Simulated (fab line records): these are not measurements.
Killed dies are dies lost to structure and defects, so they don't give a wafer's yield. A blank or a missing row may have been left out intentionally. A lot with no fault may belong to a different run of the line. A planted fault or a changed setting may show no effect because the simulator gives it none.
fab line records	flow nand_harc
record: lots: 14	wafers: 42	last_day: 32
route steps=1302 shown A_M1@1187 A_BONDPAD@1223 THIN_TSV@1268
lots with no fault: from the same line, run without faults
start_h: hours from the record's opening day to when the first of the lot's shown wafers began	wait_h: hours elapsed since this lot's preceding step	" the same as in the row above	L1.1+2: one row covering several wafers at once	- no value, or no start was given	* or withheld: withheld	< > ~ a bound
route shown NAME@n: NAME is a module with steps in the file, n the number in the route of the first one	usual: average and standard deviation across the fault-free wafers	same: alike in all rows	chamber/n: place in a boat	sites: the reading at each site	_std_site: standard deviation of those values	_edge_site: the outer-site mean with the inner-site mean subtracted	radius_mm: for every site, how far away it sits from the centre of the wafer	mask NAME#n: copy n	behind: tool/chamber where the wafer was last shaped	hold: the reason the lot was held/the length of the hold in hours/how it ended	device: names the non-switching transistor (n, p or np)	end of line: tests of these same wafers at the route's end	a step without rows: its recipe alone	killed: at the first sort, the dies lost to defects and structure; wafer yield is something else	map: per-die view of a wafer (x killed, . not killed, _ where there is no die)
set.NAME: the setting that was run; set.NAME@STEP: the one run at that earlier step	model.NAME: the simulator's own value behind a step, which no gauge read
a sample of lots followed through the steps of the route, with each step as a table and each wafer as a row
services: from which hour (start_h, from the record's first day; less than 0 if before it) a tool's chamber was out of use, for how many hours, and why
== steps ==
step: NHARC_A_M1_ETCH_28
recipe: target_depth_a: 300	over_etch_frac: 0.3	time_s: 72.99	ion_energy_ev: 150	cf4_flow_sccm: 50	n2_flow_sccm: 100	ar_flow_sccm: 150	rf_w: 300	bias_w: 100	chemistry: CF4/N2
usual: drypump_motor_current_A: 5.5/0.47	oes_product_au: 1.003/0.013	rf_vpp_V: 314.6/2.4	showerhead_plenum_p_Torr: 2.66/0.14	throttle_valve_pct: 19.796/0.01
lot.wafer	tool	chamber	start_h	wait_h	drypump_motor_current_A	oes_product_au	rf_hours_counter_h	rf_vpp_V	showerhead_plenum_p_Torr	throttle_valve_pct
L153.2	rie_diel-12	0	-	-	4.9	0.987	1.8	317.4	2.81	19.778
L153.1	"	1	"	"	6.1	1.023	2.7	318.1	2.75	19.820
L153.5	"	2	"	"	5.4	1.028	-	315.9	2.78	19.794
L155.2	rie_diel-05	0	-	-	6.3	1.001	7.3	314.8	2.67	19.809
L155.3	"	2	"	"	5.7	0.994	6.9	310.1	2.45	19.802
L155.6	"	3	"	"	5.4	1.007	-	310.6	2.48	19.796
L154.2	rie_diel-12	0	-	-	4.9	0.986	2.2	316.6	2.81	19.797
L154.5	"	2	"	"	5.4	1.027	-	316.4	2.78	19.783
L154.6	"	3	"	"	5.7	1.022	-	316.1	2.79	19.799
L157.2	rie_diel-05	1	-	-	5.1	1.001	6.1	315.3	2.72	19.785
L157.1	"	3	"	"	5.3	1.002	8.1	311.0	2.48	19.792
L157.6	"	2	"	"	5.7	0.987	-	311.9	2.45	19.807
L159.4	rie_diel-08	2	-	-	4.6	1.025	2.3	313.1	2.51	19.809
L159.3	"	3	"	"	5.7	1.005	2.5	314.5	2.61	19.794
L159.2	"	0	"	"	5.5	1.015	2.4	311.0	2.45	19.794
L162.1	rie_diel-08	1	-	-	6.2	1.011	4.1	314.3	2.64	19.782
L162.3	"	2	"	"	4.6	1.001	4.1	312.9	2.51	19.787
L162.5	"	2	"	"	4.6	1.000	-	311.9	2.51	19.790
L163.2	rie_diel-12	0	-	-	4.9	0.996	0.3	318.1	2.81	19.801
L163.3	"	2	"	"	5.4	1.011	0.7	315.7	2.78	19.795
L163.1	"	3	"	"	5.7	0.999	0.6	316.7	2.79	19.781
L158.3	rie_diel-12	1	-	-	6.2	1.005	0.6	315.7	2.75	19.795
L158.2	"	2	"	"	5.4	1.021	0.9	317.0	2.78	19.803
L158.4	"	3	"	"	5.7	0.999	0.8	316.6	2.79	19.792
L166.4	rie_diel-05	1	-	-	5.1	0.993	3.7	315.6	2.72	19.805
L166.3	"	0	"	"	6.4	1.018	3.7	314.4	2.67	19.799
L166.6	"	2	"	"	5.7	0.978	-	309.5	2.45	19.810
L167.2	rie_diel-12	3	-	-	5.7	1.012	1.3	317.5	2.79	19.782
L167.4	"	0	"	"	4.9	0.998	0.9	317.7	2.81	19.790
L167.3	"	1	"	"	6.2	1.019	1.1	316.9	2.75	19.790
L165.1	rie_diel-05	2	-	-	5.7	0.987	5.4	310.8	2.45	19.794
L165.2	"	3	"	"	5.3	1.013	5.2	310.7	2.48	19.800
L165.6	"	1	"	"	5.1	1.008	-	314.3	2.72	19.810
L168.2	rie_diel-08	3	-	-	5.7	0.992	6.6	313.6	2.61	19.818
L168.6	"	1	"	"	6.2	1.011	-	313.9	2.64	19.791
L168.5	"	2	"	"	4.6	1.017	-	312.6	2.51	19.790
L169.2	rie_diel-05	3	-	-	5.3	1.001	6.3	312.1	2.48	19.809
L169.4	"	1	"	"	5.1	0.977	-	316.8	2.72	19.799
L169.5	"	2	"	"	5.7	0.981	-	311.5	2.44	19.788
L172.2	rie_diel-05	3	-	-	5.3	1.013	9.2	311.9	2.48	19.785
L172.4	"	2	"	"	5.7	0.981	-	311.4	2.44	19.791
L172.5	"	3	"	"	5.3	0.994	-	310.8	2.48	19.802
step: NHARC_A_BONDPAD_ETCH_24
recipe: target_depth_a: 300	over_etch_frac: 0.3	time_s: 72.99	ion_energy_ev: 150	cf4_flow_sccm: 50	n2_flow_sccm: 100	ar_flow_sccm: 150	rf_w: 300	bias_w: 100	chemistry: CF4/N2
usual: drypump_motor_current_A: 6.2/0.39	oes_product_au: 1.000/0.012	rf_vpp_V: 314.3/2.2	showerhead_plenum_p_Torr: 2.63/0.12	throttle_valve_pct: 19.795/0.0097
lot.wafer	tool	chamber	start_h	wait_h	drypump_motor_current_A	oes_product_au	rf_hours_counter_h	rf_vpp_V	showerhead_plenum_p_Torr	throttle_valve_pct
L153.2	rie_diel-10	2	-	-	5.8	1.024	3	314.6	2.69	19.800
L153.1	"	1	"	"	6.4	1.012	3	314.7	2.65	19.798
L153.5	"	3	"	"	6.2	0.990	-	316.7	2.81	19.783
L155.3	rie_diel-10	1	-	-	6.4	1.011	3	313.8	2.65	19.798
L155.2	"	2	"	"	5.8	1.029	4	315.4	2.69	19.787
L155.6	"	0	"	"	5.7	1.018	-	311.4	2.47	19.788
L154.2	rie_diel-10	0	-	-	5.7	1.014	3	311.4	2.47	19.816
L154.5	"	1	"	"	6.5	1.022	-	316.1	2.65	19.800
L154.6	"	2	"	"	5.8	1.027	-	315.8	2.69	19.802
L157.2	rie_diel-02	1	-	-	6.6	0.998	21	313.9	2.59	19.809
L157.1	"	2	"	"	6.4	1.000	28	314.7	2.61	19.796
L157.6	"	0	"	"	6.2	0.989	-	316.4	2.75	19.794
L159.3	rie_diel-02	1	-	-	6.6	0.998	2	314.1	2.59	19.796
L159.2	"	2	"	"	6.4	1.001	2	312.8	2.61	19.812
L159.4	"	3	"	"	6.6	1.000	1	311.0	2.46	19.806
L162.1	rie_diel-10	2	-	-	5.8	0.990	1	315.5	2.69	19.791
L162.3	"	1	"	"	6.5	1.022	1	313.4	2.65	19.793
L162.5	"	2	"	"	5.8	0.990	-	316.0	2.69	19.801
L163.2	rie_diel-02	1	-	-	6.6	1.000	13	312.3	2.59	19.780
L163.3	"	3	"	"	6.6	1.004	8	310.5	2.45	19.786
L163.1	"	0	"	"	6.1	1.005	11	315.8	2.75	19.801
L158.3	rie_diel-10	2	-	-	5.8	0.987	1	316.7	2.69	19.793
L158.2	"	0	"	"	5.7	1.004	2	311.2	2.47	19.783
L158.4	"	1	"	"	6.5	1.003	1	314.9	2.65	19.800
L166.4	rie_diel-10	1	-	-	6.5	1.002	2	312.8	2.65	19.799
L166.3	"	3	"	"	6.2	0.982	2	317.3	2.81	19.785
L166.6	"	1	"	"	6.5	0.997	-	314.2	2.65	19.789
L167.3	rie_diel-10	0	-	-	5.7	0.990	2	311.2	2.47	19.796
L167.2	"	1	"	"	6.5	0.983	2	315.1	2.65	19.777
L167.4	"	2	"	"	5.8	0.983	2	314.6	2.69	19.795
L165.2	rie_diel-02	2	-	-	6.5	1.005	15	312.5	2.60	19.804
L165.1	"	3	"	"	6.6	0.987	12	310.4	2.45	19.791
L165.6	"	2	"	"	6.4	1.001	-	312.8	2.60	19.801
L168.2	rie_diel-10	1	-	-	6.5	0.988	2	315.5	2.65	19.789
L168.5	"	3	"	"	6.2	0.995	-	316.9	2.81	19.794
L168.6	"	0	"	"	5.7	1.014	-	311.5	2.47	19.799
L169.4	rie_diel-10	3	-	-	6.2	0.994	3	317.6	2.81	19.776
L169.2	"	0	"	"	5.7	1.015	3	311.7	2.47	19.808
L169.5	"	3	"	"	6.2	0.994	-	316.3	2.81	19.794
L172.4	rie_diel-02	0	-	-	6.2	1.003	24	317.2	2.74	19.803
L172.2	"	2	"	"	6.4	0.995	24	313.3	2.60	19.800
L172.5	"	1	"	"	6.5	0.997	-	313.1	2.58	19.787
step: NHARC_THIN_TSV_ETCHBACK_48
recipe: target_depth_a: 10285	over_etch_frac: 0.3	time_s: 405.17	ion_energy_ev: 250	c4f8_flow_sccm: withheld	ar_flow_sccm: withheld	rf_w: 600	bias_w: 300	chemistry: C4F8/Ar
usual: oes_product_au: 0.94/0.032	rf_vpp_V: 548/3.3	run_length_s: 426.4/0.35
lot.wafer	tool	chamber	start_h	wait_h	oes_product_au	rf_hours_counter_h	rf_vpp_V	run_length_s
L153.1	rie_diel-01	0	549.23	-	0.94	8.0	545	426.7
L153.2	"	3	"	"	0.93	8.0	541	425.4
L153.5	"	2	"	"	0.95	-	548	426.6
L155.3	rie_diel-03	3	565.48	-	0.91	7.0	554	426.6
L155.2	"	0	"	"	0.94	7.0	550	426.7
L155.6	"	2	"	"	0.93	-	547	426.4
L154.2	rie_diel-11	2	566.74	-	0.91	7.5	546	425.8
L154.6	"	2	"	"	0.93	-	547	426.1
L154.5	"	3	"	"	0.90	-	552	426.8
L157.1	rie_diel-03	3	583.09	-	0.91	7.5	554	426.2
L157.2	"	2	"	"	0.92	7.0	548	426.8
L157.6	"	0	"	"	0.94	-	550	426.5
L159.4	rie_diel-03	3	616.52	-	0.91	9.5	552	426.7
L159.3	"	0	"	"	0.95	8.8	549	426.3
L159.2	"	1	"	"	0.91	8.2	545	426.5
L162.3	rie_diel-01	1	653.79	-	0.93	3.8	551	426.0
L162.1	"	2	"	"	0.93	3.6	548	426.9
L162.5	"	1	"	"	0.93	-	551	426.3
L163.1	rie_diel-03	3	662.40	-	1.02	2.4	552	426.1
L163.3	"	1	"	"	0.98	2.5	545	426.6
L163.2	"	2	"	"	0.99	2.8	547	426.5
L158.2	rie_diel-11	0	679.37	-	0.99	4.3	545	426.7
L158.4	"	1	"	"	0.98	5.0	546	427.0
L158.3	"	3	"	"	0.96	3.2	552	426.5
L166.4	rie_diel-03	0	680.47	-	0.92	3.0	551	426.3
L166.3	"	3	"	"	0.92	3.3	554	426.1
L166.6	"	0	"	"	0.92	-	552	426.5
L167.4	rie_diel-11	1	681.62	-	0.90	5.3	545	426.5
L167.3	"	2	"	"	0.93	4.1	545	426.2
L167.2	"	3	"	"	0.92	3.4	550	426.7
L165.1	rie_diel-01	0	698.71	-	0.96	5.3	546	426.3
L165.2	"	3	"	"	0.93	4.0	542	425.8
L165.6	"	1	"	"	0.91	-	551	426.0
L168.2	rie_diel-11	3	713.94	-	0.92	5.8	551	426.4
L168.6	"	3	"	"	0.91	-	551	426.4
L168.5	"	0	"	"	0.91	-	543	177.5
L169.4	rie_diel-11	0	731.33	-	0.92	7.6	545	177.5
L169.2	"	1	"	"	0.91	7.4	544	427.2
L169.5	"	2	"	"	0.93	-	546	177.6
L172.2	rie_diel-01	1	751.22	-	0.97	0.7	551	426.2
L172.4	"	2	"	"	0.99	0.7	546	426.5
L172.5	"	3	"	"	0.96	-	542	425.6
step: NHARC_THIN_TSV_ANNEAL_52
recipe: temp_c: 225	time_s: 90
usual: anneal_temp_c_max: 225.79/0.28	wafer_temp_C_max: 225.77/0.22
lot.wafer	tool	chamber	start_h	wait_h	anneal_temp_c_max	wafer_temp_C_max
L153.1	rtp_anneal-01	0	551.01	0.5	225.79	225.80
L153.2	"	0	"	"	226.12	225.85
L153.5	"	0	"	"	225.86	225.40
L155.2	rtp_anneal-02	0	567.32	0.8	225.75	225.96
L155.3	"	0	"	"	225.71	225.70
L155.6	"	0	"	"	225.70	225.79
L154.2	rtp_anneal-02	0	568.52	0.7	226.22	225.41
L154.5	"	0	"	"	225.84	225.68
L154.6	"	0	"	"	226.25	225.91
L157.1	rtp_anneal-01	0	584.80	0.5	225.66	226.04
L157.2	"	0	"	"	225.64	225.91
L157.6	"	0	"	"	225.60	225.83
L159.2	rtp_anneal-01	0	618.28	0.7	225.66	225.62
L159.3	"	0	"	"	225.49	225.44
L159.4	"	0	"	"	225.56	225.41
L162.1	rtp_anneal-02	0	655.53	0.7	226.20	225.78
L162.3	"	0	"	"	226.05	226.08
L162.5	"	0	"	"	226.00	225.98
L163.1	rtp_anneal-02	0	664.11	0.6	226.05	226.16
L163.2	"	0	"	"	225.54	225.34
L163.3	"	0	"	"	226.33	225.43
L158.2	rtp_anneal-02	0	681.14	0.7	226.22	225.55
L158.3	"	0	"	"	226.16	225.53
L158.4	"	0	"	"	225.93	226.16
L166.3	rtp_anneal-02	0	682.27	0.5	226.16	225.73
L166.4	"	0	"	"	226.47	225.92
L166.6	"	0	"	"	225.81	225.54
L167.2	rtp_anneal-02	0	683.39	0.6	226.22	225.57
L167.3	"	0	"	"	226.11	225.41
L167.4	"	0	"	"	226.02	225.51
L165.1	rtp_anneal-01	0	700.44	0.6	225.78	225.98
L165.2	"	0	"	"	225.80	225.59
L165.6	"	0	"	"	225.49	225.73
L168.2	rtp_anneal-01	0	715.71	0.6	225.70	225.90
L168.5	"	0	"	"	225.61	225.75
L168.6	"	0	"	"	225.45	225.76
L169.2	rtp_anneal-01	0	733.02	0.7	225.30	225.64
L169.4	"	0	"	"	225.72	225.61
L169.5	"	0	"	"	225.43	225.66
L172.2	rtp_anneal-01	0	752.92	0.6	225.64	225.83
L172.4	"	0	"	"	225.57	226.06
L172.5	"	0	"	"	225.70	225.94
== services ==
tool	chamber	start_h	hours	kind
rie_diel-11	0	508.75	3.9	repair
rie_diel-02	0	513.70	3.2	repair
rie_diel-11	0	513.96	1.6	repair
rie_diel-01	1	521.36	36.9	repair
rie_diel-05	1	536.96	5.0	repair
rie_diel-05	1	543.23	11.2	repair
rie_diel-05	2	546.82	5.8	repair
rie_diel-02	-	571.04	9.0	pm
rie_diel-10	3	579.86	1.5	repair
rie_diel-05	-	583.60	9.0	pm
rie_diel-10	0	592.31	5.1	repair
rie_diel-10	-	596.52	9.0	pm
rie_diel-02	3	603.32	5.1	repair
rie_diel-12	-	622.46	9.0	pm
rie_diel-11	-	629.40	9.0	pm
rie_diel-03	-	635.30	9.0	pm
rie_diel-12	-	651.09	1.5	repair
rie_diel-05	2	666.98	8.1	repair
rie_diel-11	1	697.63	4.5	repair
rie_diel-05	0	705.04	28.6	repair
rie_diel-10	-	720.93	0.7	repair
rie_diel-12	1	732.18	7.9	repair
rtp_anneal-02	-	744.19	12.0	pm
rie_diel-02	-	748.04	9.0	pm
== key ==
first_sign: step: NHARC_THIN_TSV_ETCHBACK_48	reading: run_length_s	direction: down	sigmas: 99+	usual: *	struck: *
effect none on later readings
met_at NHARC_THIN_TSV_ETCHBACK_48
struck_lots L168,L169
struck_wafers L168.5,L169.4,L169.5
later_rows_left_out L168.5,L169.4,L169.5
sort_left_out L168.5,L169.4,L169.5
not_acting_at NHARC_A_M1_ETCH_28,NHARC_A_BONDPAD_ETCH_24,NHARC_THIN_TSV_ANNEAL_52
onset_between 681.62 713.94
fault: kind: process_parameter_drift	tool: rie_diel-11	chamber: -	onset_h: 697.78	steps: NHARC_THIN_TSV_ETCHBACK_48	channel: time_s	offset: *	shape: step	end_h: 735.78	scope: struck_wafers_only	acts_in: *	stated: *
sort_left_out: the simulated sort isn't trusted on such a fault, so these wafers' sort isn't shown, and their yield isn't known
later_rows_left_out: the simulator's readings of these wafers behind a module that went badly wrong aren't trusted and aren't shown, but for the sort
